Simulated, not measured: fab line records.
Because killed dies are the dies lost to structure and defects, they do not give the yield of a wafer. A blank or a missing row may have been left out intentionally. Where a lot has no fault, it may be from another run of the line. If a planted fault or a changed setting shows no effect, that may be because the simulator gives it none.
Chamber matching -- flow nand harc -- ald hk-02 running NHARC_A_CHANNEL_FILL_D1_ALD_02: 4 sister chambers
The step deposits SiO2, target thk 6 nm, pulse time 10 s, ald cycles 60. 4 wafers are shown with their chamber, then 7 later ones without.

## EACH WAFER AND ITS CHAMBER
wafer,chamber,heater power outer w (W)
L080.5,1,240
L082.5,3,263
L088.1,0,296
L088.2,2,216

## WAFERS WHOSE CHAMBER IS MISSING
wafer,heater power outer w (W)
L088.4,263
L092.1,217
L092.2,266
L092.6,293
L097.1,229
L097.2,288
L097.6,266

## EACH ONE'S CHAMBER
wafer,from the rows above,in truth
L088.4,3,3
L092.1,2,2
L092.2,3,3
L092.6,0,0
L097.1,can't be placed: 1 or 2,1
L097.2,0,0
L097.6,3,3
Placed correctly: 6 of 7. These rows do not allow placing 1 (true chamber among the candidates in 1). Placed wrongly: 0.
How it was worked out, from the rows above alone: a wafer's distance from a chamber is the root of the sum, over the readings, of the square of ((its reading less the chamber's mean) divided by the reading's scatter). The wafer belongs to the nearest chamber; if the next one is less than 2 further off, it can't be placed. The mean given for a chamber averages the wafers shown for that chamber. The scatter: with one shown wafer a chamber, the root of the mean of the squares of how far each hidden wafer lies from its nearest shown one.
